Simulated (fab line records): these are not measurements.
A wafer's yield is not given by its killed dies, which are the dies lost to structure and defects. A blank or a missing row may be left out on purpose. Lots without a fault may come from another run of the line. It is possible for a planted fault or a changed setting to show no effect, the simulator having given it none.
One fault through the eyes of 2 desks | flow nand_harc | only its own numbers are on each desk; what lay behind them is given at the end

## THE METROLOGY DESK
What the gauges read, lot by lot, whatever tool the lot ran on: means of the sampled wafers that have a number. The brackets show how far a lot's mean lies from the usual mean; more than 4 standard deviations puts the lot out of limits, marked OUT.
Columns: A = thk_nm at NHARC_A_ONON_D1_THK_MEAS_34, usual 200.7 nm
lot  | first seen here | A
L395 | day 8 10:47     | 199.1
L396 | day 8 17:33     | 204.1
L397 | day 8 17:37     | 201.2
L398 | day 8 17:37     | 198.4
L402 | day 10 02:55    | 199.8
L401 | day 10 03:30    | 203.2
L404 | day 10 14:04    | 200.7
L406 | day 11 04:51    | 182.5 (-6.3) OUT
L408 | day 11 20:25    | 193.4
L414 | day 12 16:15    | 203.4
L415 | day 13 03:14    | 200.7
Finding of this desk: L406 out of limits; the first was L406 at day 11 04:51, on thk_nm at NHARC_A_ONON_D1_THK_MEAS_34. L395, L396, L397, L398, L402, L401, L404, L408, L414, L415: within limits.

## FOR THE TOOL OWNER'S DESK: pecvd-03
The tool's own readings at NHARC_A_ONON_D1_DEP_33 (deposits SiO2, target thk 200 nm): means of the sampled wafers that have a number, for each lot that ran on this tool. The brackets show how far a lot's mean lies from the usual mean; more than 4 standard deviations puts the lot out of limits, marked OUT.
Columns: A = heater_power_w at NHARC_A_ONON_D1_DEP_33, usual 616 W; B = mfc_precursor_sccm at NHARC_A_ONON_D1_DEP_33, usual 161.4 sccm; C = rf_fwd_power_W at NHARC_A_ONON_D1_DEP_33, usual 898 W; D = susceptor_temp_C at NHARC_A_ONON_D1_DEP_33, usual 400.04 C; E = throttle_valve_pct at NHARC_A_ONON_D1_DEP_33, usual 15.9 %
lot  | first seen here | A   | B               | C   | D      | E
L395 | day 8 10:25     | 656 | 161.3           | 897 | 399.99 | 16.0
L397 | day 8 17:11     | 650 | 161.4           | 898 | 399.98 | 15.7
L402 | day 10 02:34    | 619 | 162.0           | 898 | 400.00 | 16.4
L401 | day 10 03:06    | 642 | 161.3           | 900 | 400.04 | 16.3
L404 | day 10 13:39    | 636 | 161.1           | 898 | 400.20 | 16.1
L406 | day 11 04:29    | 511 | 148.2 (-28) OUT | 898 | 399.83 | 15.7
L408 | day 11 20:00    | 625 | 155.2 (-13) OUT | 898 | 400.00 | 16.1
Finding of this desk: L406, L408 out of limits; the first was L406 at day 11 04:29, on mfc_precursor_sccm at NHARC_A_ONON_D1_DEP_33. L395, L397, L402, L401, L404: within limits.

## PUT TOGETHER
On L406, L408, at day 11 04:29, an alarm was possible from the tool owner's desk.
L406 would have let the metrology desk raise an alarm at day 11 04:51.
The metrology desk holds a record of L408, inside its limits.
Of the lots named, all ran NHARC_A_ONON_D1_DEP_33 on pecvd-03.

## WHAT WAS PUT IN BY THE SIMULATOR
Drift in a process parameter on pecvd-03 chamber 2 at NHARC_A_ONON_D1_DEP_33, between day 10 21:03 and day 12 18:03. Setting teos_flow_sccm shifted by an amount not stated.
Shown lots that were struck: L406, L408.
Delay (hours) between the fault's onset and each desk's first out-of-limits reading: 7 at the tool owner's desk, 8 at the metrology desk.
